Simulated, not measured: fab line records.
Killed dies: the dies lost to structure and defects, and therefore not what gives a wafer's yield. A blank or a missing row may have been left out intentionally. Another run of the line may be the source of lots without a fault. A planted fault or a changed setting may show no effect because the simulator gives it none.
fab line records    flow n5_finfet
record: lots: 5  wafers: 15  last_day: 21
route steps=1938 shown DUMMY_GATE@238 BEOL_M4@1111 PASSIVATION@1936
lots with no fault: from the same line, run without faults
start_h: start of the lot's first displayed wafer, in hours after the record's first day    wait_h: hours elapsed since this lot's preceding step    " same as the row above    L1.1+2: a row that stands for several wafers    - either no value or no given start    * or withheld: withheld    < > ~ a bound
route shown NAME@n: NAME is a module with steps in the file, n the number in the route of the first one    usual: mean/standard deviation of fault-free wafers    same: alike in all rows    chamber/n: place in a boat    sites: readings site by site    _std_site: their standard deviation    _edge_site: the outer-site mean with the inner-site mean subtracted    radius_mm: how far each site lies from the wafer's centre    mask NAME#n: copy n    behind: the last tool/chamber to shape the wafer    hold: why the lot was held/for how many hours/how that ended    device: transistor that didn't switch, given as n, p or np    end of line: the route-end tests of the same wafers    a step with no rows: only its recipe    killed: count of dies lost to structure and defects at first sort (not the wafer's yield)    map: a wafer's dies, marking killed ones x, the rest . and places with no die _
set.NAME: the setting as run; set.NAME@STEP: as run at that earlier step    model.NAME: the simulator's own value behind a step, which no gauge read
a table for each step, a row for each wafer; lots at some steps of the route
services: when a tool's chamber went out of use (start_h, in hours from the record's first day, below 0 if earlier), for how many hours, and the reason
== steps ==
step: N5_DUMMY_GATE_STRIP_38
recipe: chemistry: N2/H2  temp_c: 40  n2_flow_sccm: 200  h2_flow_sccm: 200  rf_frequency_hz: 6e+07
step: N5_DUMMY_GATE_STRIP_39
recipe: chemistry: N2/H2  temp_c: 40  n2_flow_sccm: 200  h2_flow_sccm: 200  rf_frequency_hz: 6e+07
step: N5_DUMMY_GATE_TRIM_49
recipe: chemistry: O2  resist: SOC  time_s: 29  target_cd_nm: 14  source_power_w: 300  bias_power_w: 0  O2_flow_sccm: 100  temp_c: 20
usual: drypump_motor_current_A: 5.8/0.48  oes_product_au: 1.006/0.022  throttle_valve_pct: 8.13/0.13
lot.wafer  tool       chamber  start_h  wait_h  drypump_motor_current_A  oes_product_au  rf_hours_counter_h  throttle_valve_pct
L244.3     rie_si-06  0        99.22    0.0     5.8                      1.031           9                   8.02
L244.4     "          2        "        "       5.0                      1.005           197                 8.40
L244.6     "          0        "        "       5.8                      1.038           -                   8.04
L249.1     rie_si-03  1        118.27   0.0     6.4                      0.980           126                 8.07
L249.2     "          3        "        "       5.2                      1.053           159                 8.28
L249.6     "          0        "        "       5.0                      0.989           -                   8.13
L252.1     rie_si-05  3        135.31   0.0     5.7                      0.995           9                   7.91
L252.3     "          1        "        "       5.8                      0.988           192                 8.36
L252.5     "          1        "        "       5.7                      0.978           -                   8.37
L258.1     rie_si-03  3        173.27   0.0     5.3                      1.050           160                 8.29
L258.4     "          2        "        "       5.8                      0.984           108                 8.16
L258.6     "          2        "        "       5.8                      0.985           -                   8.14
L259.1     rie_si-06  0        179.17   0.0     5.8                      1.033           10                  8.03
L259.5     "          0        "        "       5.8                      1.034           -                   8.03
L259.6     "          3        "        "       6.4                      0.978           -                   8.08
step: N5_DUMMY_GATE_STRIP_40
recipe: chemistry: CF4  resist: SiARC  power_w: 300  bias_power_w: 75  pressure_mtorr: 50  cf4_flow_sccm: 150  rf_frequency_hz: 6e+07
step: N5_DUMMY_GATE_CD_MEAS_50
recipe: target_cd_nm: 14
usual: cd_nm: 13.8/0.53
lot.wafer  tool       chamber  start_h  wait_h  cd_nm
L244.3     cd_sem-01  -        99.37    0.0     14.1
L244.4     "          -        "        "       14.0
L244.6     "          -        "        "       13.6
L249.1     cd_sem-01  -        118.42   0.0     12.4
L249.2     "          -        "        "       13.4
L249.6     "          -        "        "       14.0
L252.1     cd_sem-01  -        135.45   0.0     13.2
L252.3     "          -        "        "       14.2
L252.5     "          -        "        "       14.0
L258.1     cd_sem-03  -        173.42   0.0     14.1
L258.4     "          -        "        "       13.6
L258.6     "          -        "        "       13.4
L259.1     cd_sem-03  -        179.32   0.0     13.8
L259.5     "          -        "        "       13.5
L259.6     "          -        "        "       14.8
step: N5_DUMMY_GATE_ETCH_31
recipe: chemistry: C4F6/O2  target: SiO2  mask_material: SOC  target_depth_a: 825  time_s: 27.5  ion_energy_ev: 250  pressure_mtorr: 30  source_w: 345  bias_w: 185  Ar_flow_sccm: 300  C4F6_flow_sccm: 10  O2_flow_sccm: 10
usual: drypump_motor_current_A: 5.7/0.37  oes_product_au: 0.82/0.088  rf_vpp_V: 662/13  showerhead_plenum_p_Torr: 2.88/0.1  throttle_valve_pct: 21.08/0.28
lot.wafer  tool         chamber  start_h  wait_h  drypump_motor_current_A  oes_product_au  rf_hours_counter_h  rf_vpp_V  showerhead_plenum_p_Torr  throttle_valve_pct
L244.3     rie_diel-06  0        99.41    0.0     6.3                      0.82            70                  649       2.86                      20.85
L244.4     "            2        "        "       5.2                      0.93            4                   637       2.94                      20.86
L244.6     "            0        "        "       6.2                      0.83            -                   648       2.86                      20.83
L249.1     rie_diel-03  1        118.47   0.0     5.7                      0.72            203                 657       2.92                      21.57
L249.2     "            3        "        "       5.2                      0.95            15                  655       3.05                      21.13
L249.6     "            3        "        "       5.2                      0.95            -                   657       3.05                      21.13
L252.1     rie_diel-03  3        135.50   0.0     5.2                      0.94            18                  657       3.05                      21.13
L252.3     "            0        "        "       6.2                      0.85            104                 680       2.84                      20.68
L252.5     "            0        "        "       6.2                      0.85            -                   681       2.84                      20.69
L258.1     rie_diel-02  0        173.46   0.0     5.8                      0.67            235                 654       2.84                      21.60
L258.4     "            1        "        "       5.4                      0.79            123                 670       2.77                      21.03
L258.6     "            1        "        "       5.4                      0.78            -                   672       2.77                      21.04
L259.1     rie_diel-06  1        179.37   0.0     5.5                      0.68            220                 659       2.91                      21.14
L259.5     "            3        "        "       5.4                      0.90            -                   679       2.79                      21.05
L259.6     "            2        "        "       5.2                      0.90            -                   634       2.93                      20.89
step: N5_DUMMY_GATE_STRIP_41
recipe: chemistry: O2  power_w: 400  temp_c: 40  pressure_mtorr: 30  rf_frequency_hz: 6e+07  bias_power_w: 0  overash_fraction: 0.3  o2_flow_sccm: 225
usual: drypump_motor_current_A: 5.7/0.36  oes_product_au: 0.81/0.087  rf_vpp_V: 3.7/0.53  showerhead_plenum_p_Torr: 2.12/0.084  throttle_valve_pct: 16.6/0.31
lot.wafer  tool         chamber  start_h  wait_h  drypump_motor_current_A  oes_product_au  rf_hours_counter_h  rf_vpp_V  showerhead_plenum_p_Torr  throttle_valve_pct
L244.3     rie_diel-06  0        99.46    0.0     6.2                      0.82            70                  3.0       2.12                      16.5
L244.4     "            2        "        "       5.2                      0.93            4                   4.1       2.13                      16.1
L244.6     "            0        "        "       6.2                      0.82            -                   3.3       2.12                      16.5
L249.1     rie_diel-03  1        118.51   0.0     5.8                      0.73            203                 3.7       2.18                      17.2
L249.2     "            3        "        "       5.2                      0.94            15                  3.9       2.20                      16.3
L249.6     "            3        "        "       5.2                      0.94            -                   3.5       2.20                      16.3
L252.1     rie_diel-03  3        135.55   0.0     5.2                      0.93            18                  4.8       2.20                      16.3
L252.3     "            0        "        "       6.1                      0.82            104                 2.9       2.14                      16.4
L252.5     "            0        "        "       6.2                      0.82            -                   3.4       2.14                      16.4
L258.1     rie_diel-02  0        173.51   0.0     5.8                      0.67            235                 4.4       2.09                      17.0
L258.4     "            1        "        "       5.4                      0.79            123                 3.5       2.03                      16.5
L258.6     "            1        "        "       5.4                      0.79            -                   4.6       2.03                      16.5
L259.1     rie_diel-06  1        179.41   0.0     5.5                      0.68            220                 3.0       2.16                      16.8
L259.5     "            3        "        "       5.4                      0.91            -                   3.6       2.02                      16.4
L259.6     "            2        "        "       5.2                      0.89            -                   3.1       2.12                      16.1
step: N5_DUMMY_GATE_HM_OPEN_21
recipe: chemistry: CH3F/O2  target: SiNx  target_depth_a: 1200  Ar_flow_sccm: 150  CH3F_flow_sccm: 30  O2_flow_sccm: 23  time_s: 171.4  pressure_mtorr: 30  source_w: 395  bias_w: 73  ion_energy_ev: 120.7
step: N5_DUMMY_GATE_ETCH_32
recipe: chemistry: CF4  target: SiO2  target_depth_a: 35  time_s: 3.9  ion_energy_ev: 350  pressure_mtorr: 10  icp_w: 800  bias_w: 400  cf4_flow_sccm: 80
step: N5_DUMMY_GATE_ETCH_23
recipe: chemistry: HBr/Cl2/O2  HBr_flow_sccm: 150  Cl2_flow_sccm: 80  O2_flow_sccm: 12  bias_w: 102  target_depth_a: 410  time_s: 22.3  target: poly-Si  mask_material: SiO2  pressure_mtorr: 10  icp_w: 800
usual: drypump_motor_current_A: 5.8/0.46  oes_product_au: 1.014/0.023  throttle_valve_pct: 37.2/0.38
lot.wafer  tool       chamber  start_h  wait_h  drypump_motor_current_A  oes_product_au  rf_hours_counter_h  throttle_valve_pct
L244.3     rie_si-06  3        99.69    0.0     6.3                      0.978           19                  37.5
L244.4     "          1        "        "       5.6                      1.018           178                 36.6
L244.6     "          2        "        "       5.0                      0.990           -                   37.1
L249.1     rie_si-05  3        118.75   0.0     5.7                      0.993           9                   37.8
L249.2     "          0        "        "       6.1                      1.032           106                 36.9
L249.6     "          3        "        "       5.7                      1.001           -                   37.8
L252.1     rie_si-03  2        135.78   0.0     5.8                      1.011           107                 36.6
L252.3     "          3        "        "       5.3                      1.030           160                 37.3
L252.5     "          1        "        "       6.4                      1.008           -                   37.7
L258.1     rie_si-06  0        173.74   0.0     5.9                      1.052           10                  37.2
L258.4     "          2        "        "       5.0                      0.984           1                   37.8
L258.6     "          3        "        "       6.3                      0.980           -                   37.5
L259.1     rie_si-05  3        179.65   0.0     5.7                      1.007           11                  37.8
L259.5     "          0        "        "       6.1                      1.034           -                   36.9
L259.6     "          2        "        "       6.3                      1.045           -                   37.2
step: N5_DUMMY_GATE_ETCH_44
recipe: chemistry: HBr/O2  over_etch_frac: 0.7  target_depth_a: 1275  stop_on: SiO2  ion_energy_ev: 60  bias_w: 20  target: poly-Si  mask_material: SiO2  pressure_mtorr: 20  icp_w: 400  HBr_flow_sccm: 120  O2_flow_sccm: 10
usual: drypump_motor_current_A: 5.8/0.46  oes_product_au: 0.732/0.012  throttle_valve_pct: 18.50/0.15
lot.wafer  tool       chamber  start_h  wait_h  drypump_motor_current_A  oes_product_au  rf_hours_counter_h  throttle_valve_pct
L244.3     rie_si-06  3        99.75    0.0     6.3                      0.716           19                  18.68
L244.4     "          1        "        "       5.6                      0.740           178                 18.34
L244.6     "          2        "        "       5.0                      0.717           -                   18.56
L249.1     rie_si-05  3        118.80   0.0     5.7                      0.729           9                   18.40
L249.2     "          0        "        "       6.1                      0.744           106                 18.61
L249.6     "          3        "        "       5.7                      0.736           -                   18.40
L252.1     rie_si-03  2        135.84   0.0     5.8                      0.717           107                 18.32
L252.3     "          3        "        "       5.2                      0.750           160                 18.57
L252.5     "          1        "        "       6.4                      0.732           -                   18.51
L258.1     rie_si-06  0        173.80   0.0     5.8                      0.739           10                  18.31
L258.4     "          2        "        "       5.0                      0.725           1                   18.60
L258.6     "          3        "        "       6.3                      0.713           -                   18.70
L259.1     rie_si-05  3        179.70   0.0     5.7                      0.722           11                  18.40
L259.5     "          0        "        "       6.1                      0.740           -                   18.63
L259.6     "          2        "        "       6.3                      0.738           -                   18.36
step: N5_DUMMY_GATE_CD_MEAS_24
recipe: target_cd_nm: 15
usual: cd_nm: 14.8/0.56
lot.wafer  tool       chamber  start_h  wait_h  cd_nm
L244.3     cd_sem-01  -        99.87    0.1     15.4
L244.4     "          -        "        "       14.9
L244.6     "          -        "        "       15.1
L249.1     cd_sem-03  -        118.91   0.1     13.5
L249.2     "          -        "        "       14.2
L249.6     "          -        "        "       15.8
L252.1     cd_sem-02  -        135.95   0.1     14.9
L252.3     "          -        "        "       15.4
L252.5     "          -        "        "       15.4
L258.1     cd_sem-02  -        173.91   0.1     15.0
L258.4     "          -        "        "       15.1
L258.6     "          -        "        "       14.8
L259.1     cd_sem-01  -        179.81   0.1     15.1
L259.5     "          -        "        "       14.1
L259.6     "          -        "        "       15.7
step: N5_DUMMY_GATE_ETCH_42
recipe: chemistry: CHF3/O2  target: SiO2  target_depth_a: 35  time_s: 31  ion_energy_ev: 30  bias_w: 12  pressure_mtorr: 30  source_w: 600  Ar_flow_sccm: 200  CHF3_flow_sccm: 50  O2_flow_sccm: 5
usual: drypump_motor_current_A: 5.8/0.37  oes_product_au: 0.82/0.09  rf_vpp_V: 42.7/1.2  showerhead_plenum_p_Torr: 2.44/0.074  throttle_valve_pct: 18.69/0.28
lot.wafer  tool         chamber  start_h  wait_h  drypump_motor_current_A  oes_product_au  rf_hours_counter_h  rf_vpp_V  showerhead_plenum_p_Torr  throttle_valve_pct  model.etch.depth_nm
L244.3     rie_diel-03  3        99.99    0.1     5.1                      0.85            11                  44.0      2.57                      18.64               2.892
L244.4     "            0        "        "       6.2                      0.74            96                  43.9      2.41                      18.31               3.051
L244.6     "            1        "        "       5.8                      0.72            -                   42.4      2.47                      19.17               3.54
L249.1     rie_diel-06  0        118.96   0.0     6.3                      0.82            73                  41.7      2.42                      18.49               3.563
L249.2     "            1        "        "       5.5                      0.70            211                 43.0      2.47                      18.85               3.445
L249.6     "            2        "        "       5.2                      0.93            -                   42.1      2.48                      18.40               3.485
L252.1     rie_diel-02  1        136.00   0.0     5.4                      0.80            116                 42.6      2.34                      18.57               3.562
L252.3     "            0        "        "       5.8                      0.68            228                 41.8      2.40                      19.14               3.48
L252.5     "            0        "        "       5.8                      0.68            -                   41.2      2.40                      19.14               3.449
L258.1     rie_diel-02  0        173.96   0.0     5.7                      0.68            235                 41.7      2.40                      19.14               3.486
L258.4     "            2        "        "       5.6                      0.78            133                 42.3      2.25                      18.90               3.481
L258.6     "            3        "        "       5.9                      0.75            -                   42.2      2.48                      18.68               3.497
L259.1     rie_diel-03  2        179.86   0.0     6.3                      0.89            56                  43.3      2.52                      18.48               3.604
L259.5     "            1        "        "       5.8                      0.71            -                   42.5      2.46                      19.20               3.553
L259.6     "            0        "        "       6.1                      0.82            -                   44.8      2.40                      18.34               3.739
step: N5_DUMMY_GATE_STRIP_48
recipe: chemistry: N2/H2  time_s: 20  power_w: 100  temp_c: 40  pressure_mtorr: 100  rf_frequency_hz: 6e+07  bias_power_w: 3  n2_flow_sccm: 300  h2_flow_sccm: 300
step: N5_BEOL_M4_RC_MEAS_101
usual: DIBL_N: 37.1/2.6  DIBL_P: 38/3  IOFF_N: 0.18/0.052  IOFF_P: 0.25/0.06  ION_N: 678/15  ION_P: 467/8.6  SS_N: 71.7/0.73  SS_P: 73.7/0.89  VT_N: 249/4.3  VT_P: -248/3.8
lot.wafer  tool       chamber  start_h  wait_h  DIBL_N[mV/V]  DIBL_P[mV/V]  IOFF_N[nA/um]  IOFF_P[nA/um]  ION_N[uA/um]  ION_P[uA/um]  SS_N[mV/dec]  SS_P[mV/dec]  VT_N[mV]  VT_P[mV]
L244.3     prober-02  0        266.20   0.4     35.0          36            0.14           0.20           670           463           71.1          73.1          252       -251
L244.4     "          0        "        "       36.2          39            0.16           0.25           681           474           71.8          74.2          249       -246
L244.6     "          0        "        "       37.4          40            0.19           0.27           681           474           71.6          74.0          248       -245
L249.1     prober-02  0        300.21   0.0     42.1          43            0.31           0.34           700           469           73.5          74.7          243       -244
L249.2     "          0        "        "       39.0          41            0.23           0.31           687           468           72.3          74.8          241       -246
L249.6     "          0        "        "       34.3          35            0.14           0.21           663           462           70.7          72.8          251       -247
L252.1     prober-01  0        317.15   0.0     35.4          36            0.13           0.21           662           464           71.3          73.9          255       -251
L252.3     "          0        "        "       35.0          36            0.13           0.22           669           464           70.7          73.9          254       -249
L252.5     "          0        "        "       36.1          38            0.15           0.25           682           473           71.1          74.1          250       -247
L259.1     prober-02  0        367.66   0.0     35.7          37            0.16           0.21           676           466           71.6          73.2          247       -249
L259.5     "          0        "        "       40.8          43            0.26           0.33           675           463           73.7          74.7          246       -245
L259.6     "          0        "        "       35.8          37            0.18           0.23           694           475           70.6          74.2          249       -246
L258.1     prober-01  0        402.57   0.0     39.9          41            0.24           0.31           703           485           71.7          75.0          244       -243
L258.4     "          0        "        "       39.5          41            0.23           0.29           687           474           72.1          74.5          246       -246
L258.6     "          0        "        "       39.4          39            0.21           0.24           687           469           71.5          74.3          248       -248
step: N5_PASSIVATION_PROBE_49
usual: defect_limited_yield: 91.4/1.4  killed_at_M0_to_M3: 34/9.1  killed_at_M4_up: 14/5.2  killed_at_contacts: 12/6.4  killed_at_front_end: 38/11  killed_at_other: 3.7/2.8  killed_dies: 102/17  killed_on_rim: 14/3.9  killed_open: 68/13  killed_short: 32/7.8  sort_bin_4_leakage: 0.05/0.3  sort_bin_5_function: 5.1/1  sort_bin_6_memory: 3.2/0.66  sort_n_pass: 1076/19  sort_yield_pct: 91.2/1.6
same: gross_dies: 1180  killed_at_back_side: 0  sort_bin_8_speed[%]: 0
lot.wafer  tool       chamber  start_h  wait_h  defect_limited_yield[%]  killed_at_M0_to_M3  killed_at_M4_up  killed_at_contacts  killed_at_front_end  killed_at_other  killed_dies  killed_on_rim  killed_open  killed_short  sort_bin_4_leakage[%]  sort_bin_5_function[%]  sort_bin_6_memory[%]  sort_n_pass  sort_yield_pct[%]
L249.1     prober-01  -        405.24   0.0     90.6                     39                  11               9                   50                   2                111          19             75           34            0.76                   5.4                     3.9                   1060         89.8
L249.2     prober-01  -        405.29   0.1     93.1                     27                  12               9                   34                   0                82           9              48           32            0                      3.9                     2.7                   1098         93.1
L249.6     prober-01  -        405.49   0.3     90.0                     55                  9                4                   45                   5                118          15             79           38            0                      6.3                     3.4                   1062         90.0
L252.1     prober-02  -        422.42   0.0     92.9                     20                  14               14                  32                   4                84           11             44           36            0                      3.8                     2.9                   1096         92.9
L252.3     prober-02  -        422.52   0.1     88.5                     46                  24               29                  34                   3                136          21             104          30            0                      6.7                     4.5                   1044         88.5
L252.5     prober-02  -        422.62   0.2     87.0                     43                  20               12                  71                   7                153          22             112          40            0                      8.1                     4.6                   1027         87.0
killed by level:class
L249.1 FIN_SAQP:geometric_particle:open=14 FIN_SAQP:geometric_particle:short=9 MOL_CONTACT_COAG:geometric_particle:open=8 BEOL_M0_SAQP:geometric_particle:open=8 BEOL_M0_SAQP:geometric_particle:short=8 BEOL_M1:geometric_particle:open=8 BEOL_M2:geometric_particle:open=6 GATE_CUT:geometric_particle:open=5
L249.2 FIN_SAQP:geometric_particle:open=8 MOL_CONTACT_COAG:geometric_particle:open=8 BEOL_M2:geometric_particle:short=7 BEOL_M2:geometric_particle:open=6 FIN_SAQP:geometric_particle:short=5 GATE_CUT:geometric_particle:short=5 BEOL_M0_SAQP:geometric_particle:open=5 STARTING-WAFER:geometric_particle:short=4
L249.6 FIN_SAQP:geometric_particle:open=14 BEOL_M0_SAQP:geometric_particle:open=14 BEOL_M2:geometric_particle:open=12 BEOL_M0_SAQP:geometric_particle:short=8 FIN_SAQP:geometric_particle:short=7 BEOL_M1:geometric_particle:open=7 GATE_CUT:geometric_particle:open=6 DUMMY_GATE:geometric_particle:open=5
L252.1 STI_FIN_REVEAL:geometric_particle:open=10 MOL_CONTACT_COAG:geometric_particle:open=10 BEOL_M0_SAQP:geometric_particle:short=5 BEOL_M1:geometric_particle:open=5 STI_FIN_REVEAL:geometric_particle:short=4 MOL_CONTACT_COAG:geometric_particle:short=4 BEOL_M13:coat_microbubble_printed=4 FIN_SAQP:geometric_particle:open=3
L252.3 MOL_CONTACT_COAG:geometric_particle:open=23 BEOL_M4:geometric_particle:open=17 STI_FIN_REVEAL:geometric_particle:open=14 BEOL_M0_SAQP:geometric_particle:open=13 BEOL_M1:geometric_particle:open=9 BEOL_M2:geometric_particle:open=8 DUMMY_GATE:geometric_particle:open=6 MOL_CONTACT_COAG:geometric_particle:short=6
L252.5 STI_FIN_REVEAL:geometric_particle:open=42 FIN_SAQP:geometric_particle:open=11 BEOL_M0_SAQP:geometric_particle:short=11 BEOL_M2:geometric_particle:open=11 BEOL_M0_SAQP:geometric_particle:open=10 BEOL_M4:geometric_particle:open=9 MOL_CONTACT_COAG:geometric_particle:short=7 MOL_CONTACT_COAG:geometric_particle:open=5
== services ==
tool         chamber  start_h  hours  kind
rie_si-03    3        82.67    7.6    repair
rie_diel-06  -        105.21   0.6    repair
rie_si-06    2        106.56   -      clean
rie_si-06    2        106.56   16.1   scheduled_down
rie_si-06    2        106.56   16.1   vent_cycle
rie_si-06    -        107.87   14.6   pm
rie_si-05    -        110.00   2.8    pm
rie_diel-02  1        124.87   2.3    repair
rie_si-06    -        129.99   0.2    repair
rie_si-03    -        145.91   14.6   pm
rie_si-05    1        168.38   -      clean
rie_si-05    1        168.38   17.8   scheduled_down
rie_si-05    1        168.38   17.8   vent_cycle
rie_si-03    2        174.44   6.5    repair
== key ==
first_sign none at tools or gauges
model_effect: step: N5_DUMMY_GATE_ETCH_42  value: etch.depth_nm  without: 3.662  struck: 2.971
met_at N5_DUMMY_GATE_ETCH_42
struck_wafers L244.3,L244.4
fault: kind: process_parameter_drift  tool: rie_diel-03  chamber: -  onset_h: 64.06  steps: N5_DUMMY_GATE_ETCH_42  channel: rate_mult  offset: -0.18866  shape: step  end_h: 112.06  scope: struck_wafers_only
